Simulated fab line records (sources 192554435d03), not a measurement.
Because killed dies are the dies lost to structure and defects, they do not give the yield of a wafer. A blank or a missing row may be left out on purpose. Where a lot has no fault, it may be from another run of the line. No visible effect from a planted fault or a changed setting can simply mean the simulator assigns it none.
Code-filled problem report in 8D (eight disciplines) form    flow n5-finfet    the parts of the form that need people (team, actions taken, sign-off) are left out

== 1. THE PROBLEM ==
trench-depth-nm at N5_FIN_SAQP_OCD_MEAS_76 reads a mean of 104.6 nm on 2 wafers of 2 lots; wafers without a fault read 119.2 nm with a standard deviation of 1.9. That puts it -7.7 standard deviations away from the usual mean.
Seen first at day 4 13:32 on ocd-01, wafer L184.3. The record has a number at this step for 21 wafers belonging to 7 lots. The rule behind "out" and "out of limits": a value lying over 4 standard deviations away from the usual mean. All remaining wafers that have a number are taken as sound.

== 2. WHAT IT IS AND WHAT IT IS NOT ==
question                     is                is not
which readings at this step  trench-depth-nm   -
which lots                   L184, L185        L181, L183, L192, L195, L197
which wafers of those lots   L184.3, L185.6    L184.4, L184.6, L185.3, L185.5
read on which gauges         ocd-01, ocd-02    -
when                         from day 4 13:32  up to then (8 sound wafers); but 11 sound wafers of L185, L192, L195, L197 came after

== 3. THE SUSPECTS, EACH WITH WHAT RULES IT OUT ==
Counting: any tool at a process step up to the reading remains a suspect provided it ran every lot that is out. Sound lots after the first of them don't rule it out here, since some wafers of a struck lot are sound.
- the gauge at N5_FIN_SAQP_OCD_MEAS_76: ruled out. Those wafers that are out were read across 2 gauges (ocd-01, ocd-02).
- rie-diel-05 at N5_FIN_SAQP_ETCH_67 (etches SiNx in CH3F/O2, target depth 30 nm): kept. It ran every lot that is out, first L184 (day 4 12:13).
- rie-si-04 at N5_FIN_SAQP_FIN_ETCH_36 (etches the open film in HBr/Cl2/O2, target depth 120 nm, time 50.4 s): kept. Ran every lot that is out, first one L184 (day 4 13:19); last sound lot up to then L183 (day 4 07:55). Out on those wafers are its own readings of oes_o_777_au, rf-fwd-power-W.
- In rie-si-04 at N5_FIN_SAQP_FIN_ETCH_36, the wafers that are out were processed in chamber 3 and their sound lot-mates in chambers 0, 1.
Left after counting: rie-diel-05 at N5_FIN_SAQP_ETCH_67, rie-si-04 at N5_FIN_SAQP_FIN_ETCH_36.

== 4. THE CAUSE (what the simulator had put in) ==
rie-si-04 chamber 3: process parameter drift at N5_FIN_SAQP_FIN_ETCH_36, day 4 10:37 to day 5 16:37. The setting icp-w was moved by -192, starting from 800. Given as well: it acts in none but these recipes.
2 suspects survive the count, and this tool is in that group.

== 5. THE CHAIN OF EFFECTS, in route order ==
Rows list readings where the struck wafers' mean (over those with a number) sits beyond 3 standard deviations from the usual. Only readings for which the record gives a usual standard deviation are gone through. hours: the time from each lot's start at the first step in this table that gives one to its start at this step, as a median over the lots. sigmas: the change in usual standard deviations.
hours  step                     reading          usual       on struck wafers  change  sigmas
0      N5_FIN_SAQP_FIN_ETCH_36  oes_o_777_au     0.99 a.u.   0.52              -0.47   -9.7
0      N5_FIN_SAQP_FIN_ETCH_36  oes-product-au   0.995 a.u.  0.893             -0.102  -3.8
0      N5_FIN_SAQP_FIN_ETCH_36  rf-fwd-power-W   796.1 W     602.7             -193.4  -77
0      N5_FIN_SAQP_OCD_MEAS_76  trench-depth-nm  119.2 nm    104.6             -14.6   -7.7
It contains these process steps:
- N5_FIN_SAQP_FIN_ETCH_36: etches the open film in HBr/Cl2/O2, target depth 120 nm, time 50.4 s.
Later measuring or inspecting steps at which every struck wafer that the step has a row for has a number for every such reading, and none has moved that far: N5_BEOL_M4_RC_MEAS_101.

== 6. HOW IT WOULD HAVE BEEN CAUGHT EARLIER ==
The first out-of-limits reading at a measuring or inspecting step in this record came at day 4 13:32, 3 hours after the fault's start at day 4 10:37.
At N5_FIN_SAQP_FIN_ETCH_36, the tool's own readings (oes_o_777_au, rf-fwd-power-W) were out on each struck wafer the step has a row for, so an alarm limit on them would have fired on the first such wafer.
L185, from the lots that are out (2), started N5_FIN_SAQP_FIN_ETCH_36 on rie-si-04 later than day 4 13:32. A hold on the tool at that time would have spared it.
